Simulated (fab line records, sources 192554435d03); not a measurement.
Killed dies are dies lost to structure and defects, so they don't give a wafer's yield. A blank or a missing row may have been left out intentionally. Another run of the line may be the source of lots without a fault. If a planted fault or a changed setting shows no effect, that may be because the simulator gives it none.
fab line records	flow n5Finfet
[record] lots = 7	wafers = 21
route steps=1938 shown BEOL_M6@1219 BEOL_M7@1267 BEOL_M8@1357
startH: hours from the record's first day to the start of the lot's first wafer shown	waitH: hours elapsed since this lot's preceding step	" as in the row above	L1.1+2: a single row standing in for several wafers	- no value, or no start was given	* or withheld: withheld	< > ~ a bound
route shown NAME@n: NAME is a module with steps in the file, n the number in the route of the first one	usual: the fault-free wafers' mean and standard deviation	same: alike in all rows	chamber/n: place in a boat	sites: per-site readings	_std_site: their standard deviation	_edge_site: inner sites' mean taken away from outer sites' mean	radiusMm: for every site, how far away it sits from the centre of the wafer	mask NAME#n: copy n	behind: the tool/chamber that last shaped the wafer	hold: why the lot was held/for how many hours/how that ended	device: whichever transistor did not switch (one of n, p or np)	end of line: the tests these same wafers got at the end of their route	a step with no rows: only its recipe	killed: the dies lost at the first sort to structure and to defects; this is not the yield of the wafer	map: a wafer's dies, marking killed ones x, the rest . and places with no die _
set.NAME: the run value of the setting; set.NAME@STEP: its run value at that earlier step	model.NAME: the simulator's own value behind a step, which no gauge read
lots with deliberately changed settings; one table per step, one row per wafer
[[steps]]
[step N5_BEOL_M6_COAT_64]
[recipe] resist = SiARC	tempC = 220	timeS = 60	spinRpm = 1500	resistThkNm = 12
lot.wafer	tool	chamber	startH	waitH	set.spinRpm	model.SiARC_of_BEOL_M6_COAT_64.thkNm
L074.2+3	lithoTrack-01	0	-	-	1664	11.4
L074.6	"	0	"	"	1500	12
L075.2+3+6	lithoTrack-02	0	-	-	1500	12
L084.1	lithoTrack-01	0	-	-	1604	11.6
L084.5+6	"	0	"	"	1500	12
L087.3+4	lithoTrack-05	0	-	-	1547	11.8
L087.6	"	0	"	"	1500	12
L085.2+6	lithoTrack-05	0	-	-	1500	12
L085.4	"	0	"	"	1448	12.2
L088.1	lithoTrack-05	0	-	-	1500	12
L088.3+4	"	0	"	"	1551	11.8
L090.2+5	lithoTrack-02	0	-	-	1500	12
L090.3	"	0	"	"	1613	11.6
[step N5_BEOL_M6_EXPOSE_25]
[recipe] maskId = V5	na = 0.33	sourceShape = annular	sigmaInner = 0.4	sigmaOuter = 0.8	polarization = unpolarized	targetCdNm = 40	doseMj = 45
lot.wafer	tool	chamber	startH	waitH	mask	set.doseMj
L074.2	euvScanner-01	0	226.44	-	V5#0	45
L074.3+6	"	0	"	"	V5#0	43.73
L075.2+3+6	euvScanner-02	0	226.61	-	V5#0	45
L084.1	euvScanner-01	0	281.46	-	V5#0	45
L084.5+6	"	0	"	"	V5#0	48.36
L087.3+4+6	euvScanner-02	0	291.77	-	V5#0	45
L085.2+4	euvScanner-02	0	294.84	-	V5#0	45
L085.6	"	0	"	"	V5#0	43.99
L090.2+3+5	euvScanner-02	0	325.61	-	V5#0	45
L088.1+4	euvScanner-02	0	325.65	-	V5#0	48.28
L088.3	"	0	"	"	V5#0	45
[step N5_BEOL_M6_PEB_26]
[recipe] pebTempC = 100	pebTimeS = 60	resist = CAR-EUV
[step N5_BEOL_M6_DEVELOP_27]
[recipe] developTimeS = 30	developer = TMAH	resist = CAR-EUV	rinseLiquid = surfactantRinse	dry = airSpin	devTempC = 23
[step N5_BEOL_M6_CD_MEAS_28]
[recipe] targetCdNm = 40	landingEnergyEv = 500	detector = seInlens
[usual] cdNm = 39.90/0.25
lot.wafer	tool	chamber	startH	waitH	set.doseMj@BEOL_M6_EXPOSE_25	cdNm
L074.2	cdSem-01	0	226.57	-	45	40.28
L074.3	"	0	"	"	43.73	39.08
L074.6	"	0	"	"	43.73	39.24
L075.2	cdSem-03	0	226.74	-	45	39.89
L075.3	"	0	"	"	45	39.90
L075.6	"	0	"	"	45	40.16
L084.1	cdSem-01	0	281.59	-	45	39.96
L084.5	"	0	"	"	48.36	41.72
L084.6	"	0	"	"	48.36	41.44
L087.3	cdSem-03	0	291.89	-	45	39.76
L087.4	"	0	"	"	45	39.44
L087.6	"	0	"	"	45	40.02
L085.2	cdSem-01	0	294.97	-	45	39.98
L085.4	"	0	"	"	45	39.81
L085.6	"	0	"	"	43.99	39.40
L090.2	cdSem-01	0	325.74	-	45	39.96
L090.3	"	0	"	"	45	40.18
L090.5	"	0	"	"	45	39.52
L088.1	cdSem-02	0	325.79	-	48.28	41.70
L088.3	"	0	"	"	45	40.15
L088.4	"	0	"	"	48.28	41.58
[step N5_BEOL_M6_DESCUM_33]
[recipe] chemistry = O2	timeS = 7	sourcePowerW = 50	biasPowerW = 20	pressureMtorr = 20	rfFrequencyHz = 2.712e+07	tempC = 40	resist = CAR-EUV	o2FlowSccm = 225
lot.wafer	tool	chamber	startH	waitH	set.doseMj@BEOL_M6_EXPOSE_25	model.BEOL_M6.cdNm
L074.2	rieDiel-06	1	226.69	0.0	45	39.8
L074.3	"	0	"	"	43.73	39.4
L074.6	"	0	"	"	43.73	39.2
L075.2	rieDiel-06	3	227.09	0.3	45	39.8
L075.3+6	"	0,3	"	"	45	40
L084.1	rieDiel-04	1	281.71	0.0	45	40.2
L084.5+6	"	3,0	"	"	48.36	41.6
L087.3+6	rieDiel-03	2	292.17	0.2	45	40
L087.4	"	1	"	"	45	39.8
L085.2+4	rieDiel-06	1,2	295.09	0.0	45	40
L085.6	"	1	"	"	43.99	39.4
L090.2+3	rieDiel-06	2,0	325.86	0.0	45	40
L090.5	"	3	"	"	45	39.8
L088.1+4	rieDiel-06	2,3	326.26	0.4	48.28	41.6
L088.3	"	1	"	"	45	40.2
[step N5_BEOL_M6_ETCH_72]
[recipe] chemistry = N2/H2	target = underlayer	targetDepthA = 65	maskMaterial = CAR-EUV	timeS = 5.2	ionEnergyEv = 200	pressureMtorr = 30	sourceW = 840	biasW = 150	n2FlowSccm = 200	h2FlowSccm = 200	ends = cleared
lot.wafer	tool	chamber	startH	waitH	set.doseMj@BEOL_M6_EXPOSE_25	model.BEOL_M6.cdNm
L074.2	rieDiel-06	1	226.72	0.0	45	39.8
L074.3	"	0	"	"	43.73	39.4
L074.6	"	0	"	"	43.73	39.2
L075.2	rieDiel-06	3	227.12	0.0	45	39.8
L075.3+6	"	0,3	"	"	45	40
L084.1	rieDiel-04	1	281.75	0.0	45	40
L084.5	"	3	"	"	48.36	41.8
L084.6	"	0	"	"	48.36	41.6
L087.3+6	rieDiel-03	2	292.20	0.0	45	40
L087.4	"	1	"	"	45	39.8
L085.2	rieDiel-06	1	295.13	0.0	45	39.8
L085.4	"	2	"	"	45	40
L085.6	"	1	"	"	43.99	39.4
L090.2+5	rieDiel-06	2,3	325.90	0.0	45	39.8
L090.3	"	0	"	"	45	40
L088.1+4	rieDiel-06	2,3	326.29	0.0	48.28	41.6
L088.3	"	1	"	"	45	40.2
[step N5_BEOL_M6_ETCH_65]
[recipe] chemistry = CF4	target = SiARC	targetDepthA = 156	maskMaterial = CAR-EUV	timeS = 26	ionEnergyEv = 80	pressureMtorr = 40	sourceW = 545	biasW = 36	Ar_flow_sccm = 100	cf4FlowSccm = 100	ends = cleared
lot.wafer	tool	chamber	startH	waitH	set.spinRpm@BEOL_M6_COAT_64	model.etch.depthNm
L074.2	rieDiel-06	1	226.74	0.0	1664	11.33
L074.3	"	0	"	"	1664	11.37
L074.6	"	0	"	"	1500	11.95
L075.2	rieDiel-06	3	227.14	0.0	1500	12.06
L075.3	"	0	"	"	1500	12.07
L075.6	"	3	"	"	1500	12.05
L084.1	rieDiel-04	1	281.76	0.0	1604	11.56
L084.5	"	3	"	"	1500	12.01
L084.6	"	0	"	"	1500	11.99
L087.3	rieDiel-03	2	292.22	0.0	1547	11.83
L087.4	"	1	"	"	1547	11.81
L087.6	"	2	"	"	1500	12.02
L085.2+6	rieDiel-06	1	295.14	0.0	1500	12.05
L085.4	"	2	"	"	1448	12.28
L090.2	rieDiel-06	2	325.91	0.0	1500	12.05
L090.3	"	0	"	"	1613	11.58
L090.5	"	3	"	"	1500	12.01
L088.1	rieDiel-06	2	326.31	0.0	1500	12.01
L088.3	"	1	"	"	1551	11.78
L088.4	"	3	"	"	1551	11.81
[step N5_BEOL_M6_ETCH_66]
[recipe] chemistry = N2/H2	target = SOC	targetDepthA = 800	overetchA = 160	maskMaterial = SiARC	tempC = 40	timeS = 120	ionEnergyEv = 200	pressureMtorr = 30	sourceW = 840	biasW = 150	n2FlowSccm = 200	h2FlowSccm = 200
lot.wafer	tool	chamber	startH	waitH	set.doseMj@BEOL_M6_EXPOSE_25	model.BEOL_M6.cdNm
L074.2	rieDiel-06	1	226.77	0.0	45	40
L074.3	"	0	"	"	43.73	39.6
L074.6	"	0	"	"	43.73	39.4
L075.2+6	rieDiel-06	3	227.17	0.0	45	40.2
L075.3	"	0	"	"	45	40.4
L084.1	rieDiel-04	1	281.79	0.0	45	40
L084.5	"	3	"	"	48.36	42
L084.6	"	0	"	"	48.36	41.8
L087.3+6	rieDiel-03	2	292.25	0.0	45	40.2
L087.4	"	1	"	"	45	40
L085.2	rieDiel-06	1	295.17	0.0	45	40
L085.4	"	2	"	"	45	39.8
L085.6	"	1	"	"	43.99	39.4
L090.2	rieDiel-06	2	325.94	0.0	45	40
L090.3+5	"	0,3	"	"	45	40.2
L088.1	rieDiel-06	2	326.34	0.0	48.28	41.8
L088.3	"	1	"	"	45	40
L088.4	"	3	"	"	48.28	41.6
[step N5_BEOL_M6_STRIP_69]
[recipe] chemistry = N2/H2	tempC = 40	n2FlowSccm = 200	h2FlowSccm = 200	rfFrequencyHz = 6e+07
[step N5_BEOL_M6_STRIP_73]
[recipe] chemistry = N2/H2	tempC = 40	n2FlowSccm = 200	h2FlowSccm = 200	rfFrequencyHz = 6e+07
[step N5_BEOL_M6_VIA_ETCH_34]
[recipe] chemistry = C4F6/O2	target = SiCOH_lowk	targetDepthA = 1263	maskMaterial = SOC	taperDeg = 4	timeS = 50.9	ionEnergyEv = 250	pressureMtorr = 30	sourceW = 345	biasW = 185	Ar_flow_sccm = 300	C4F6_flow_sccm = 10	O2_flow_sccm = 10
lot.wafer	tool	chamber	startH	waitH	set.doseMj@BEOL_M6_EXPOSE_25	model.BEOL_M6.cdNm
L074.2	rieDiel-06	1	226.87	0.0	45	40
L074.3	"	0	"	"	43.73	39.4
L074.6	"	0	"	"	43.73	39.2
L075.2+3	rieDiel-06	3,0	227.27	0.0	45	40.2
L075.6	"	3	"	"	45	40.4
L084.1	rieDiel-04	1	281.89	0.0	45	40
L084.5	"	3	"	"	48.36	41.8
L084.6	"	0	"	"	48.36	42
L087.3+6	rieDiel-03	2	292.35	0.0	45	40.2
L087.4	"	1	"	"	45	40
L085.2	rieDiel-06	1	295.27	0.0	45	40
L085.4	"	2	"	"	45	39.8
L085.6	"	1	"	"	43.99	39.4
L090.2	rieDiel-06	2	326.04	0.0	45	39.8
L090.3+5	"	0,3	"	"	45	40.2
L088.1+4	rieDiel-06	2,3	326.44	0.0	48.28	41.8
L088.3	"	1	"	"	45	40
[step N5_BEOL_M7_HM_DEP_02]
[recipe] material = TiN	targetThkA = 200	tempC = 25	chamberPressurePa = 0.49996
lot.wafer	tool	chamber	startH	waitH	set.targetThkA	model.TiN_of_BEOL_M7_HM_DEP_02.thkNm
L074.2	pvdSputter-03	-	231.36	0.1	207.1	21
L074.3	"	-	"	"	200	20
L074.6	"	-	"	"	207.1	20.8
L075.2+3	pvdSputter-03	-	234.03	2.1	200	19.8
L075.6	"	-	"	"	200	20
L084.1	pvdSputter-03	-	287.36	1.0	180.5	18.2
L084.5	"	-	"	"	180.5	18
L084.6	"	-	"	"	200	19.8
L087.3	pvdSputter-03	-	298.88	1.2	200	20
L087.4	"	-	"	"	200	19.8
L087.6	"	-	"	"	177.2	17.8
L085.2	pvdSputter-03	-	299.02	0.4	200	20.4
L085.4+6	"	-	"	"	200	20.2
L090.2	pvdSputter-03	-	330.38	0.9	200	20.2
L090.3	"	-	"	"	200	20.6
L090.5	"	-	"	"	184.6	18.6
L088.1+4	pvdSputter-01	-	331.30	1.5	200	20
L088.3	"	-	"	"	200	19.8
[step N5_BEOL_M7_COAT_59]
[recipe] resist = SOC	tempC = 250	timeS = 60	spinRpm = 1500	resistThkNm = 100
[step N5_BEOL_M7_COAT_60]
[recipe] resist = SiARC	tempC = 220	timeS = 60	spinRpm = 1500	resistThkNm = 35
[step N5_BEOL_M7_STRIP_68]
[recipe] chemistry = N2/H2	tempC = 40	n2FlowSccm = 200	h2FlowSccm = 200	rfFrequencyHz = 6e+07
[step N5_BEOL_M7_STRIP_67]
[recipe] chemistry = CF4	resist = SiARC	powerW = 300	biasPowerW = 75	pressureMtorr = 50	cf4FlowSccm = 150	rfFrequencyHz = 6e+07
[step N5_BEOL_M7_HM_OPEN_17]
[recipe] chemistry = Cl2/BCl3	targetDepthA = 200	overetchA = 60	target = TiN	maskMaterial = SOC	ionEnergyEv = 150	pressureMtorr = 10	icpW = 1000	biasW = 126	Cl2_flow_sccm = 53.25	bcl3FlowSccm = 21.75	Ar_flow_sccm = 25
lot.wafer	tool	chamber	startH	waitH	set.targetThkA@BEOL_M7_HM_DEP_02	model.etch.depthNm
L074.2	rieMetal-03	1	232.25	0.1	207.1	21.05
L074.3	"	1	"	"	200	20.07
L074.6	"	1	"	"	207.1	20.76
L075.2	rieMetal-03	1	234.80	0.1	200	19.72
L075.3	"	1	"	"	200	19.76
L075.6	"	1	"	"	200	19.91
L084.1	rieMetal-03	1	288.51	0.0	180.5	18.11
L084.5	"	0	"	"	180.5	17.93
L084.6	"	1	"	"	200	19.86
L087.3	rieMetal-01	0	299.81	0.1	200	20.01
L087.4	"	0	"	"	200	19.85
L087.6	"	0	"	"	177.2	17.79
L085.2	rieMetal-03	0	299.91	0.0	200	20.31
L085.4	"	0	"	"	200	20.13
L085.6	"	0	"	"	200	20.11
L090.2	rieMetal-01	1	331.28	0.0	200	20.2
L090.3	"	0	"	"	200	20.53
L090.5	"	0	"	"	184.6	18.61
L088.1	rieMetal-02	0	332.04	0.0	200	20.04
L088.3	"	0	"	"	200	19.81
L088.4	"	0	"	"	200	20.06
[step N5_BEOL_M7_STRIP_19]
[recipe] chemistry = O2	powerW = 400	tempC = 40	pressureMtorr = 30	rfFrequencyHz = 6e+07	biasPowerW = 0	overashFraction = 0.2	o2FlowSccm = 225
[step N5_BEOL_M7_STRIP_76]
[recipe] chemistry = C4F6/O2	resist = SiARC	rfFrequencyHz = 6e+07
[step N5_BEOL_M7_STRIP_36]
[recipe] chemistry = N2/H2	powerW = 450	tempC = 40	pressureMtorr = 20	rfFrequencyHz = 6e+07	overashFraction = 0.3	biasPowerW = 7	h2Frac = 0.5	n2FlowSccm = 200	h2FlowSccm = 200
[step N5_BEOL_M7_TRENCH_ETCH_37]
[recipe] chemistry = C4F6/O2	targetDepthA = 934.78	target = SiCOH_lowk	timeS = 31.2	ionEnergyEv = 250	pressureMtorr = 30	sourceW = 345	biasW = 185	Ar_flow_sccm = 300	C4F6_flow_sccm = 10	O2_flow_sccm = 10
lot.wafer	tool	chamber	startH	waitH	set.targetThkA@BEOL_M7_HM_DEP_02	model.TiN_of_BEOL_M7_HM_DEP_02.thkNm
L074.2	rieDiel-01	3	-	-	207.1	18.4
L074.3	"	2	"	"	200	17.4
L074.6	"	3	"	"	207.1	18
L075.2	rieDiel-02	3	-	-	200	17
L075.3	"	0	"	"	200	17.2
L075.6	"	0	"	"	200	17.4
L084.1	rieDiel-01	0	-	-	180.5	15.4
L084.5	"	2	"	"	180.5	15.2
L084.6	"	3	"	"	200	17.2
L087.3+4	rieDiel-01	2,0	-	-	200	17.2
L087.6	"	1	"	"	177.2	15.2
L085.2	rieDiel-02	2	-	-	200	17.8
L085.4+6	"	3,1	"	"	200	17.4
L090.2	rieDiel-05	3	-	-	200	17.4
L090.3	"	0	"	"	200	17.8
L090.5	"	3	"	"	184.6	15.8
L088.1+4	rieDiel-05	1,0	-	-	200	17.4
L088.3	"	2	"	"	200	17.2
[step N5_BEOL_M8_COAT_64]
[recipe] resist = SiARC	tempC = 220	timeS = 60	spinRpm = 1500	resistThkNm = 12
lot.wafer	tool	chamber	startH	waitH	set.spinRpm	model.SiARC_of_BEOL_M8_COAT_64.thkNm
L074.2+3+6	lithoTrack-04	0	-	-	1500	12
L075.2+3+6	lithoTrack-02	0	-	-	1500	12
L084.1+6	lithoTrack-02	0	-	-	1500	12
L084.5	"	0	"	"	1365	12.6
L085.2	lithoTrack-04	0	-	-	1500	12
L085.4+6	"	0	"	"	1607	11.6
L087.3+4	lithoTrack-05	0	-	-	1336	12.8
L087.6	"	0	"	"	1500	12
L090.2+5	lithoTrack-05	0	-	-	1589	11.6
L090.3	"	0	"	"	1500	12
L088.1	lithoTrack-04	0	-	-	1575	11.8
L088.3	"	0	"	"	1500	12
L088.4	"	0	"	"	1575	11.6
[[key]]
[split] step = N5_BEOL_M6_COAT_64	setting = spinRpm	stated = 1500	by = wafer
[response] step = N5_BEOL_M6_COAT_64	reading = model.SiARC_of_BEOL_M6_COAT_64.thkNm	change = -0.0557	per = 1%	r = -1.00
[response] step = N5_BEOL_M6_ETCH_65	reading = model.etch.depthNm	change = -0.059	per = 1%	r = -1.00
[split] step = N5_BEOL_M6_EXPOSE_25	setting = doseMj	stated = 45	by = wafer
[response] step = N5_BEOL_M6_CD_MEAS_28	reading = cdNm	change = +0.223	per = 1%	r = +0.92
[response] step = N5_BEOL_M6_DESCUM_33	reading = model.BEOL_M6.cdNm	change = +0.192	per = 1%	r = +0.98
[response] step = N5_BEOL_M6_ETCH_72	reading = model.BEOL_M6.cdNm	change = +0.209	per = 1%	r = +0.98
[response] step = N5_BEOL_M6_ETCH_66	reading = model.BEOL_M6.cdNm	change = +0.239	per = 1%	r = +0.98
[response] step = N5_BEOL_M6_VIA_ETCH_34	reading = model.BEOL_M6.cdNm	change = +0.249	per = 1%	r = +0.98
[split] step = N5_BEOL_M7_HM_DEP_02	setting = targetThkA	stated = 200	by = wafer
[response] step = N5_BEOL_M7_HM_DEP_02	reading = model.TiN_of_BEOL_M7_HM_DEP_02.thkNm	change = +0.194	per = 1%	r = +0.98
[response] step = N5_BEOL_M7_HM_OPEN_17	reading = model.etch.depthNm	change = +0.198	per = 1%	r = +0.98
[response] step = N5_BEOL_M7_TRENCH_ETCH_37	reading = model.TiN_of_BEOL_M7_HM_DEP_02.thkNm	change = +0.195	per = 1%	r = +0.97
[split] step = N5_BEOL_M8_COAT_64	setting = spinRpm	stated = 1500	by = wafer
[response] step = N5_BEOL_M8_COAT_64	reading = model.SiARC_of_BEOL_M8_COAT_64.thkNm	change = -0.067	per = 1%	r = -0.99
